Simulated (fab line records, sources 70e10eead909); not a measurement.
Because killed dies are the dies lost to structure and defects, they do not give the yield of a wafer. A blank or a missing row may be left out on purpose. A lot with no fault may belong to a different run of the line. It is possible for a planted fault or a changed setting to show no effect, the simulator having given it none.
fab line records	flow nand-harc	part 1 of 2: steps 1 to 20 of 30
record: lots: 5	wafers: 15	last-day: 33
route steps=1302 shown A_STAIRCASE@725
lots that met no fault: taken from a fault-free run of the same line
start-h: start of the lot's first displayed wafer, in hours after the record's first day	wait-h: time in hours since the lot's previous step	" repeats the value in the row above	L1.1+2: a single row standing in for several wafers	- no value, or no start was given	* or withheld: withheld	< > ~ a bound
route shown NAME@n: a module of which the file shows steps, and the number in the route of the first	usual: mean and standard deviation over wafers with no fault	same: alike in all rows	chamber/n: place in a boat	sites: each site's reading	_std_site: the values' standard deviation	_edge_site: inner sites' mean taken away from outer sites' mean	radius-mm: for every site, how far away it sits from the centre of the wafer	mask NAME#n: copy n	behind: the tool/chamber that last shaped the wafer	hold: cause of the lot's hold/its duration in hours/its outcome	device: whichever transistor did not switch (one of n, p or np)	end of line: the route-end tests of the same wafers	where a step has no rows: the recipe by itself	killed: dies that structure and defects cost at the first sort, which is not the same as the wafer's yield	map: dies across one wafer; x = killed, . = not, _ = none there
set.NAME: the setting as run; set.NAME@STEP: as run at that earlier step	model.NAME: the simulator's own value behind a step, which no gauge read
a table for each step, a row for each wafer; lots at some steps of the route
services: the hour from which a tool's chamber was out of use, counted from the record's first day as start-h (under 0 if before that day), plus the number of hours and why
== steps ==
step: NHARC_A_STAIRCASE_COAT_211
recipe: spin-rpm: 1200
lot.wafer	tool	chamber	start-h	wait-h
L074.3+4+6	litho-track-03	0	-	-
L082.3+4+6	litho-track-03	0	-	-
L088.1+2+4	litho-track-03	0	-	-
L093.3+5+6	litho-track-02	0	-	-
L096.1+4+5	litho-track-03	0	-	-
step: NHARC_A_STAIRCASE_SOFTBAKE_212
recipe: temp-c: 135	time-s: 170
lot.wafer	tool	chamber	start-h	wait-h
L074.3+4+6	litho-track-03	0	-	-
L082.3+4+6	litho-track-03	0	-	-
L088.1+2+4	litho-track-03	0	-	-
L093.3+5+6	litho-track-02	0	-	-
L096.1+4+5	litho-track-03	0	-	-
step: NHARC_A_STAIRCASE_EBR_213
lot.wafer	tool	chamber	start-h	wait-h
L074.3+4+6	litho-track-03	0	-	-
L082.3+4+6	litho-track-03	0	-	-
L088.1+2+4	litho-track-03	0	-	-
L093.3+5+6	litho-track-02	0	-	-
L096.1+4+5	litho-track-03	0	-	-
step: NHARC_A_STAIRCASE_EXPOSE_214
recipe: na: 0.5	dose-mj: 31.26	mask-id: STAIR_3
lot.wafer	tool	chamber	start-h	wait-h	mask
L074.3+4+6	krf-scanner-01	0	361.30	-	STAIR_3#0
L082.3+4+6	krf-scanner-03	0	446.21	-	STAIR_3#0
L088.1+2+4	krf-scanner-01	0	506.60	-	STAIR_3#0
L093.3+5+6	krf-scanner-01	0	538.92	-	STAIR_3#0
L096.1+4+5	krf-scanner-03	0	581.71	-	STAIR_3#0
step: NHARC_A_STAIRCASE_PEB_215
recipe: peb-temp-c: 115	peb-time-s: 130
lot.wafer	tool	chamber	start-h	wait-h
L074.3+4+6	litho-track-07	0	361.35	0.1
L082.3+4+6	litho-track-07	0	446.26	0.1
L088.1+2+4	litho-track-02	0	506.67	0.1
L093.3+5+6	litho-track-07	0	538.98	0.1
L096.1+4+5	litho-track-07	0	581.78	0.1
step: NHARC_A_STAIRCASE_DEVELOP_216
recipe: time-s: 140
lot.wafer	tool	chamber	start-h	wait-h
L074.3+4+6	litho-track-07	0	-	-
L082.3+4+6	litho-track-07	0	-	-
L088.1+2+4	litho-track-02	0	-	-
L093.3+5+6	litho-track-07	0	-	-
L096.1+4+5	litho-track-07	0	-	-
step: NHARC_A_STAIRCASE_HARDBAKE_218
recipe: temp-c: 120	time-s: 140
lot.wafer	tool	chamber	start-h	wait-h
L074.3+4+6	litho-track-07	0	361.58	-
L082.3+4+6	litho-track-02	0	446.50	-
L088.1+2+4	litho-track-03	0	506.90	-
L093.3+5+6	litho-track-02	0	539.20	-
L096.1+4+5	litho-track-03	0	582.01	-
step: NHARC_A_STAIRCASE_DESCUM_219
recipe: time-s: 3	o2-flow-sccm: 200	ar-flow-sccm: 0	bias-power-w: 0	chemistry: O2
usual: drypump-motor-current-A: 5.9/0.39	oes-product-au: 1.000/0.011	rf-vpp-V: 57.8/0.87	showerhead-plenum-p-Torr: 1.91/0.08	throttle-valve-pct: 11.311/0.009
lot.wafer	tool	chamber	start-h	wait-h	drypump-motor-current-A	oes-product-au	rf-hours-counter-h	rf-vpp-V	showerhead-plenum-p-Torr	throttle-valve-pct
L074.3	rie-diel-02	1	361.68	-	5.8	1.008	52	57.8	1.97	11.319
L074.4	"	1	"	"	5.8	1.002	-	57.9	1.97	11.305
L074.6	"	0	"	"	6.1	1.012	-	58.0	2.06	11.330
L082.3	rie-diel-09	0	446.60	-	6.0	0.986	41	57.6	1.89	11.321
L082.4	"	1	"	"	6.2	1.014	35	57.2	1.87	11.316
L082.6	"	3	"	"	5.8	0.991	-	57.1	1.91	11.303
L088.4	rie-diel-10	2	506.99	-	5.8	1.002	20	57.7	1.87	11.307
L088.2	"	3	"	"	6.3	0.999	26	57.0	1.87	11.319
L088.1	"	0	"	"	5.8	0.999	25	58.2	1.86	11.314
L093.3	rie-diel-09	2	539.29	-	6.2	1.011	11	57.4	1.79	11.299
L093.6	"	1	"	"	6.2	0.991	-	58.3	1.86	11.315
L093.5	"	2	"	"	6.1	1.001	-	57.2	1.79	11.310
L096.4	rie-diel-10	1	582.11	-	5.0	1.008	51	57.7	1.92	11.311
L096.1	"	2	"	"	5.8	1.006	46	56.7	1.87	11.316
L096.5	"	0	"	"	5.7	1.006	-	58.1	1.85	11.303
step: NHARC_A_STAIRCASE_TRIM_220
recipe: time-s: 211.2	o2-flow-sccm: 500	ar-flow-sccm: 0	bias-w: 0	chemistry: O2
usual: drypump-motor-current-A: 5.9/0.38	oes-product-au: 0.998/0.011	rf-vpp-V: 57.7/0.92	showerhead-plenum-p-Torr: 3.52/0.14	throttle-valve-pct: 17.035/0.0093
lot.wafer	tool	chamber	start-h	wait-h	drypump-motor-current-A	oes-product-au	rf-hours-counter-h	rf-vpp-V	showerhead-plenum-p-Torr	throttle-valve-pct
L074.3	rie-diel-02	0	361.82	0.1	6.1	0.999	42	58.3	3.78	17.024
L074.6	"	1	"	"	5.8	1.000	-	58.3	3.62	17.041
L074.4	"	0	"	"	6.1	0.985	-	57.4	3.78	17.025
L082.3	rie-diel-09	3	446.69	0.1	5.9	1.000	37	57.2	3.52	17.040
L082.4	"	0	"	"	6.1	1.005	41	57.1	3.48	17.032
L082.6	"	1	"	"	6.2	1.019	-	56.3	3.45	17.030
L088.1	rie-diel-10	2	507.26	0.2	5.7	0.991	20	58.5	3.46	17.028
L088.4	"	3	"	"	6.3	0.984	26	57.1	3.45	17.037
L088.2	"	0	"	"	5.7	0.983	25	56.3	3.43	17.045
L093.3	rie-diel-09	0	539.38	0.1	6.1	1.024	12	57.0	3.47	17.027
L093.5	"	3	"	"	5.8	0.989	-	58.2	3.51	17.044
L093.6	"	0	"	"	6.1	1.020	-	58.8	3.47	17.040
L096.1	rie-diel-10	3	582.19	0.1	6.2	0.998	48	56.7	3.44	17.029
L096.4	"	1	"	"	5.0	0.991	51	57.3	3.55	17.026
L096.5	"	3	"	"	6.2	0.985	-	59.1	3.44	17.040
step: NHARC_A_STAIRCASE_ETCH_221
recipe: target-depth-a: 1000	time-s: 40.5	ion-energy-ev: 400	c4f8-flow-sccm: 20	o2-flow-sccm: 10	ar-flow-sccm: withheld	rf-w: 600	bias-w: 1000	chemistry: C4F8/O2
usual: oes-product-au: 0.942/0.017	rf-vpp-V: 896/5
lot.wafer	tool	chamber	start-h	wait-h	oes-product-au	rf-hours-counter-h	rf-vpp-V
L074.3	rie-diel-02	0	-	-	0.944	42	905
L074.4	"	2	"	"	0.944	-	904
L074.6	"	0	"	"	0.951	-	905
L082.3	rie-diel-09	3	-	-	0.948	37	896
L082.4	"	0	"	"	0.951	41	894
L082.6	"	2	"	"	0.951	-	888
L088.4	rie-diel-10	1	-	-	0.928	27	898
L088.1	"	2	"	"	0.939	20	894
L088.2	"	0	"	"	0.931	25	893
L093.3	rie-diel-09	2	-	-	0.964	11	888
L093.5	"	1	"	"	0.953	-	894
L093.6	"	2	"	"	0.960	-	889
L096.4	rie-diel-10	0	-	-	0.941	46	892
L096.1	"	2	"	"	0.957	46	893
L096.5	"	1	"	"	0.946	-	898
step: NHARC_A_STAIRCASE_TRIM_222
recipe: time-s: 211.2	o2-flow-sccm: 500	ar-flow-sccm: 0	bias-w: 0	chemistry: O2
usual: drypump-motor-current-A: 5.9/0.37	oes-product-au: 1.000/0.012	rf-vpp-V: 57.8/0.92	showerhead-plenum-p-Torr: 3.52/0.14	throttle-valve-pct: 17.037/0.0092
lot.wafer	tool	chamber	start-h	wait-h	drypump-motor-current-A	oes-product-au	rf-hours-counter-h	rf-vpp-V	showerhead-plenum-p-Torr	throttle-valve-pct
L074.3	rie-diel-02	1	-	-	5.9	1.005	52	57.8	3.62	17.043
L074.6	"	2	"	"	6.5	0.988	-	58.5	3.78	17.030
L074.4	"	0	"	"	6.2	0.998	-	57.9	3.78	17.013
L082.3	rie-diel-09	0	-	-	6.0	0.995	41	56.2	3.48	17.046
L082.4	"	2	"	"	6.2	1.007	39	57.6	3.33	17.049
L082.6	"	0	"	"	6.1	0.995	-	57.8	3.48	17.037
L088.2	rie-diel-10	0	-	-	5.8	0.994	26	58.7	3.43	17.025
L088.1	"	1	"	"	5.0	0.992	28	57.7	3.56	17.033
L088.4	"	3	"	"	6.3	0.990	26	57.6	3.45	17.033
L093.3	rie-diel-09	2	-	-	6.1	1.013	11	57.1	3.31	17.026
L093.6	"	0	"	"	6.0	1.022	-	57.8	3.47	17.045
L093.5	"	1	"	"	6.3	0.997	-	58.2	3.43	17.028
L096.1	rie-diel-10	2	-	-	5.8	1.008	46	59.0	3.45	17.037
L096.4	"	0	"	"	5.7	0.993	46	58.0	3.42	17.030
L096.5	"	1	"	"	5.0	1.000	-	57.6	3.55	17.044
step: NHARC_A_STAIRCASE_ETCH_223
recipe: target-depth-a: 1000	time-s: 40.5	ion-energy-ev: 400	c4f8-flow-sccm: 20	o2-flow-sccm: 10	ar-flow-sccm: withheld	rf-w: 600	bias-w: 1000	chemistry: C4F8/O2
usual: oes-product-au: 0.944/0.013	rf-vpp-V: 896/4.9
lot.wafer	tool	chamber	start-h	wait-h	oes-product-au	rf-hours-counter-h	rf-vpp-V
L074.3	rie-diel-02	2	-	-	0.943	54	906
L074.4	"	0	"	"	0.941	-	906
L074.6	"	1	"	"	0.949	-	900
L082.4	rie-diel-09	0	-	-	0.945	41	895
L082.3	"	2	"	"	0.960	39	888
L082.6	"	3	"	"	0.950	-	895
L088.4	rie-diel-10	1	-	-	0.944	29	898
L088.2	"	2	"	"	0.951	22	894
L088.1	"	3	"	"	0.924	27	894
L093.3	rie-diel-09	1	-	-	0.934	5	893
L093.6	"	3	"	"	0.929	-	895
L093.5	"	0	"	"	0.962	-	893
L096.1	rie-diel-10	0	-	-	0.944	46	891
L096.4	"	1	"	"	0.943	51	897
L096.5	"	0	"	"	0.953	-	891
step: NHARC_A_STAIRCASE_TRIM_224
recipe: time-s: 211.2	o2-flow-sccm: 500	ar-flow-sccm: 0	bias-w: 0	chemistry: O2
usual: drypump-motor-current-A: 5.9/0.37	oes-product-au: 1.000/0.011	rf-vpp-V: 57.8/0.87	showerhead-plenum-p-Torr: 3.52/0.14	throttle-valve-pct: 17.037/0.0093
lot.wafer	tool	chamber	start-h	wait-h	drypump-motor-current-A	oes-product-au	rf-hours-counter-h	rf-vpp-V	showerhead-plenum-p-Torr	throttle-valve-pct
L074.3	rie-diel-02	1	-	-	5.8	0.993	52	57.9	3.62	17.060
L074.6	"	2	"	"	6.4	1.003	-	57.5	3.78	17.034
L074.4	"	0	"	"	6.1	1.003	-	60.2	3.78	17.022
L082.3	rie-diel-09	3	-	-	5.8	0.988	38	59.0	3.52	17.054
L082.4	"	0	"	"	6.0	0.995	41	58.1	3.48	17.030
L082.6	"	1	"	"	6.3	1.008	-	57.3	3.45	17.034
L088.4	rie-diel-10	1	-	-	5.0	0.991	29	57.4	3.56	17.032
L088.2	"	2	"	"	5.8	0.999	22	58.2	3.46	17.025
L088.1	"	0	"	"	5.8	0.984	26	59.3	3.43	17.028
L093.3	rie-diel-09	3	-	-	5.9	0.983	11	58.6	3.51	17.036
L093.5	"	0	"	"	6.0	1.027	-	57.2	3.47	17.036
L093.6	"	1	"	"	6.2	1.007	-	56.6	3.43	17.035
L096.4	rie-diel-10	1	-	-	5.0	1.003	51	58.2	3.55	17.043
L096.1	"	2	"	"	5.7	0.998	46	58.1	3.45	17.021
L096.5	"	1	"	"	5.0	0.996	-	56.1	3.55	17.034
step: NHARC_A_STAIRCASE_ETCH_225
recipe: target-depth-a: 1000	time-s: 40.5	ion-energy-ev: 400	c4f8-flow-sccm: 20	o2-flow-sccm: 10	ar-flow-sccm: withheld	rf-w: 600	bias-w: 1000	chemistry: C4F8/O2
usual: oes-product-au: 0.942/0.012	rf-vpp-V: 896/5
lot.wafer	tool	chamber	start-h	wait-h	oes-product-au	rf-hours-counter-h	rf-vpp-V
L074.3	rie-diel-02	1	-	-	0.942	52	900
L074.4	"	0	"	"	0.960	-	906
L074.6	"	1	"	"	0.950	-	899
L082.3	rie-diel-09	1	-	-	0.939	35	894
L082.4	"	2	"	"	0.950	39	889
L082.6	"	3	"	"	0.943	-	896
L088.1	rie-diel-10	2	-	-	0.932	22	893
L088.4	"	3	"	"	0.930	27	894
L088.2	"	0	"	"	0.927	27	894
L093.3	rie-diel-09	0	-	-	0.957	12	893
L093.6	"	3	"	"	0.936	-	896
L093.5	"	0	"	"	0.977	-	895
L096.4	rie-diel-10	0	-	-	0.953	46	891
L096.1	"	1	"	"	0.939	52	897
L096.5	"	3	"	"	0.938	-	894
step: NHARC_A_STAIRCASE_TRIM_226
recipe: time-s: 211.2	o2-flow-sccm: 500	ar-flow-sccm: 0	bias-w: 0	chemistry: O2
usual: drypump-motor-current-A: 6.0/0.36	oes-product-au: 1.000/0.011	rf-vpp-V: 57.8/0.78	showerhead-plenum-p-Torr: 3.52/0.14	throttle-valve-pct: 17.039/0.0081
lot.wafer	tool	chamber	start-h	wait-h	drypump-motor-current-A	oes-product-au	rf-hours-counter-h	rf-vpp-V	showerhead-plenum-p-Torr	throttle-valve-pct
L074.3	rie-diel-02	2	-	-	6.5	1.006	54	58.8	3.78	17.031
L074.4	"	1	"	"	5.8	1.004	-	59.2	3.62	17.043
L074.6	"	2	"	"	6.5	0.998	-	58.6	3.78	17.039
L082.4	rie-diel-09	1	-	-	6.3	1.003	35	56.4	3.45	17.046
L082.3	"	2	"	"	6.2	1.003	39	58.7	3.33	17.037
L082.6	"	0	"	"	6.0	0.988	-	57.6	3.48	17.034
L088.4	rie-diel-10	3	-	-	6.2	0.985	28	57.3	3.45	17.045
L088.1	"	0	"	"	5.8	0.992	28	57.8	3.43	17.037
L088.2	"	1	"	"	5.1	1.002	29	58.0	3.56	17.041
L093.3	rie-diel-09	2	-	-	6.2	1.017	11	58.2	3.31	17.048
L093.6	"	2	"	"	6.2	1.012	-	58.2	3.31	17.034
L093.5	"	3	"	"	5.8	0.980	-	58.8	3.51	17.043
L096.4	rie-diel-10	3	-	-	6.2	0.996	48	58.2	3.44	17.053
L096.1	"	1	"	"	5.0	1.007	52	57.9	3.55	17.035
L096.5	"	2	"	"	5.8	1.005	-	56.6	3.45	17.020
step: NHARC_A_STAIRCASE_ETCH_227
recipe: target-depth-a: 1000	time-s: 40.5	ion-energy-ev: 400	c4f8-flow-sccm: 20	o2-flow-sccm: 10	ar-flow-sccm: withheld	rf-w: 600	bias-w: 1000	chemistry: C4F8/O2
usual: oes-product-au: 0.942/0.011	rf-vpp-V: 896/5
lot.wafer	tool	chamber	start-h	wait-h	oes-product-au	rf-hours-counter-h	rf-vpp-V
L074.3	rie-diel-02	0	-	-	0.944	43	905
L074.6	"	0	"	"	0.948	-	905
L074.4	"	1	"	"	0.948	-	901
L082.3	rie-diel-09	1	-	-	0.952	36	896
L082.4	"	3	"	"	0.951	38	895
L082.6	"	0	"	"	0.947	-	896
L088.4	rie-diel-10	3	-	-	0.933	28	893
L088.1	"	0	"	"	0.937	28	891
L088.2	"	1	"	"	0.956	29	896
L093.3	rie-diel-09	0	-	-	0.971	12	894
L093.5	"	2	"	"	0.952	-	887
L093.6	"	3	"	"	0.932	-	895
L096.4	rie-diel-10	1	-	-	0.939	52	896
L096.1	"	3	"	"	0.937	48	893
L096.5	"	1	"	"	0.953	-	896
step: NHARC_A_STAIRCASE_TRIM_229
recipe: time-s: 211.2	o2-flow-sccm: 500	ar-flow-sccm: 0	bias-w: 0	chemistry: O2
usual: drypump-motor-current-A: 6.0/0.36	oes-product-au: 0.999/0.0095	rf-vpp-V: 57.9/0.89	showerhead-plenum-p-Torr: 3.53/0.13	throttle-valve-pct: 17.036/0.0096
lot.wafer	tool	chamber	start-h	wait-h	drypump-motor-current-A	oes-product-au	rf-hours-counter-h	rf-vpp-V	showerhead-plenum-p-Torr	throttle-valve-pct
L074.4	rie-diel-10	3	363.00	0.1	6.3	1.009	35	58.2	3.48	17.040
L074.3	"	0	"	"	5.8	0.986	43	58.0	3.45	17.031
L074.6	"	1	"	"	5.0	0.988	-	58.2	3.58	17.040
L082.3	rie-diel-09	2	447.73	0.1	6.1	1.015	39	57.2	3.33	17.037
L082.4	"	3	"	"	5.9	0.995	38	58.1	3.52	17.039
L082.6	"	0	"	"	6.1	1.006	-	56.0	3.48	17.053
L088.2	rie-diel-02	0	509.95	0.1	6.1	1.006	34	60.2	3.76	17.038
L088.1	"	1	"	"	5.8	1.014	33	58.0	3.60	17.025
L088.4	"	2	"	"	6.5	0.986	36	58.2	3.75	17.021
L093.3	rie-diel-02	0	540.47	0.1	6.1	1.003	45	56.8	3.75	17.037
L093.6	"	1	"	"	5.8	1.014	-	58.7	3.59	17.035
L093.5	"	2	"	"	6.5	0.987	-	58.6	3.74	17.037
L096.4	rie-diel-10	1	583.23	0.1	5.0	1.011	52	58.3	3.55	17.036
L096.1	"	3	"	"	6.2	0.993	48	57.1	3.44	17.040
L096.5	"	1	"	"	5.0	1.013	-	57.6	3.55	17.041
step: NHARC_A_STAIRCASE_ETCH_230
recipe: target-depth-a: 1000	time-s: 40.5	ion-energy-ev: 400	c4f8-flow-sccm: 20	o2-flow-sccm: 10	ar-flow-sccm: withheld	rf-w: 600	bias-w: 1000	chemistry: C4F8/O2
usual: oes-product-au: 0.947/0.015	rf-vpp-V: 896/4.9
lot.wafer	tool	chamber	start-h	wait-h	oes-product-au	rf-hours-counter-h	rf-vpp-V
L074.4	rie-diel-10	1	-	-	0.933	46	897
L074.3	"	2	"	"	0.932	21	894
L074.6	"	1	"	"	0.929	-	899
L082.4	rie-diel-09	2	-	-	0.949	39	889
L082.3	"	3	"	"	0.942	38	895
L082.6	"	2	"	"	0.963	-	889
L088.4	rie-diel-02	2	-	-	0.973	36	904
L088.1	"	3	"	"	0.956	35	890
L088.2	"	0	"	"	0.955	35	903
L093.3	rie-diel-02	0	-	-	0.967	45	905
L093.6	"	1	"	"	0.956	-	899
L093.5	"	2	"	"	0.932	-	905
L096.1	rie-diel-10	3	-	-	0.940	48	894
L096.4	"	0	"	"	0.936	46	891
L096.5	"	2	"	"	0.937	-	894
step: NHARC_A_STAIRCASE_TRIM_231
recipe: time-s: 211.2	o2-flow-sccm: 500	ar-flow-sccm: 0	bias-w: 0	chemistry: O2
usual: drypump-motor-current-A: 6.0/0.36	oes-product-au: 1.000/0.009	rf-vpp-V: 57.7/0.8	showerhead-plenum-p-Torr: 3.53/0.14	throttle-valve-pct: 17.036/0.0093
lot.wafer	tool	chamber	start-h	wait-h	drypump-motor-current-A	oes-product-au	rf-hours-counter-h	rf-vpp-V	showerhead-plenum-p-Torr	throttle-valve-pct
L074.3	rie-diel-10	2	-	-	5.8	0.997	21	57.2	3.48	17.041
L074.4	"	3	"	"	6.2	0.995	35	57.4	3.47	17.045
L074.6	"	0	"	"	5.8	0.985	-	56.7	3.45	17.032
L082.4	rie-diel-09	1	-	-	6.3	1.008	36	57.6	3.44	17.029
L082.3	"	2	"	"	6.1	1.013	39	57.2	3.33	17.030
L082.6	"	0	"	"	6.1	0.996	-	59.9	3.48	17.032
L088.2	rie-diel-02	0	-	-	6.2	0.999	35	58.5	3.76	17.044
L088.1	"	1	"	"	5.8	1.001	33	57.0	3.60	17.045
L088.4	"	2	"	"	6.5	0.999	36	57.2	3.75	17.037
L093.3	rie-diel-02	1	-	-	5.9	1.016	46	58.9	3.59	17.029
L093.5	"	3	"	"	5.5	0.995	-	59.1	3.39	17.039
L093.6	"	0	"	"	6.1	1.012	-	57.0	3.75	17.032
L096.4	rie-diel-10	1	-	-	5.1	0.998	52	57.3	3.55	17.031
L096.1	"	2	"	"	5.7	1.006	47	56.6	3.45	17.049
L096.5	"	2	"	"	5.7	1.005	-	57.0	3.45	17.053
step: NHARC_A_STAIRCASE_ETCH_232
recipe: target-depth-a: 1000	time-s: 40.5	ion-energy-ev: 400	c4f8-flow-sccm: 20	o2-flow-sccm: 10	ar-flow-sccm: withheld	rf-w: 600	bias-w: 1000	chemistry: C4F8/O2
usual: oes-product-au: 0.943/0.013	rf-vpp-V: 896/4.9
lot.wafer	tool	chamber	start-h	wait-h	oes-product-au	rf-hours-counter-h	rf-vpp-V
L074.3	rie-diel-10	1	-	-	0.930	46	898
L074.4	"	2	"	"	0.937	21	893
L074.6	"	0	"	"	0.939	-	892
L082.4	rie-diel-09	2	-	-	0.954	39	889
L082.3	"	1	"	"	0.948	36	892
L082.6	"	3	"	"	0.930	-	897
L088.2	rie-diel-02	1	-	-	0.960	33	898
L088.4	"	3	"	"	0.952	35	891
L088.1	"	0	"	"	0.946	35	904
L093.3	rie-diel-02	3	-	-	0.933	45	890
L093.5	"	3	"	"	0.923	-	890
L093.6	"	0	"	"	0.947	-	903
L096.4	rie-diel-10	0	-	-	0.946	46	892
L096.1	"	2	"	"	0.940	47	893
L096.5	"	3	"	"	0.951	-	891
